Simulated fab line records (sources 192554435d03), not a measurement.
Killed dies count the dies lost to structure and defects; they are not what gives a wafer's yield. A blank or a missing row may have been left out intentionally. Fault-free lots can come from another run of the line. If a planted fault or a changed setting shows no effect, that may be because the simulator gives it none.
Chamber matching    flow n5Finfet    4 sister chambers for N5_FIN_CUT_CUT_ETCH_28 on rieSi-01
The step etches Si in HBr/Cl2/O2, target depth 6 nm, time 2.4 s. 4 wafers are shown with their chamber, then 9 later ones without.

WAFERS WITH THEIR CHAMBER
wafer   chamber  throttleValvePct (%)
L079.1  3        37.37
L086.1  2        37.19
L086.2  1        37.10
L086.4  0        37.59

WAFERS WHOSE CHAMBER IS MISSING
wafer   throttleValvePct (%)
L087.2  37.38
L087.5  37.38
L087.6  37.18
L092.1  37.57
L092.4  37.10
L092.6  37.59
L097.1  37.39
L097.4  37.10
L097.5  37.20

WHICH CHAMBER EACH WENT THROUGH
wafer   from the rows above  in truth
L087.2  3                    3
L087.5  3                    3
L087.6  2                    2
L092.1  0                    0
L092.4  1                    1
L092.6  0                    0
L097.1  3                    3
L097.4  1                    1
L097.5  2                    2
Correct placement for 9 of the 9. Not placeable from these rows: 0. 0 placed wrongly.
How it was worked out, from the rows above alone: a wafer's distance from a chamber is the root of the sum, over the readings, of the square of ((its reading less the chamber's mean) divided by the reading's scatter). The wafer belongs to the nearest chamber; if the next one is less than 2 further off, it can't be placed. The mean given for a chamber averages the wafers shown for that chamber. The scatter: with one shown wafer a chamber, the root of the mean of the squares of how far each hidden wafer lies from its nearest shown one.
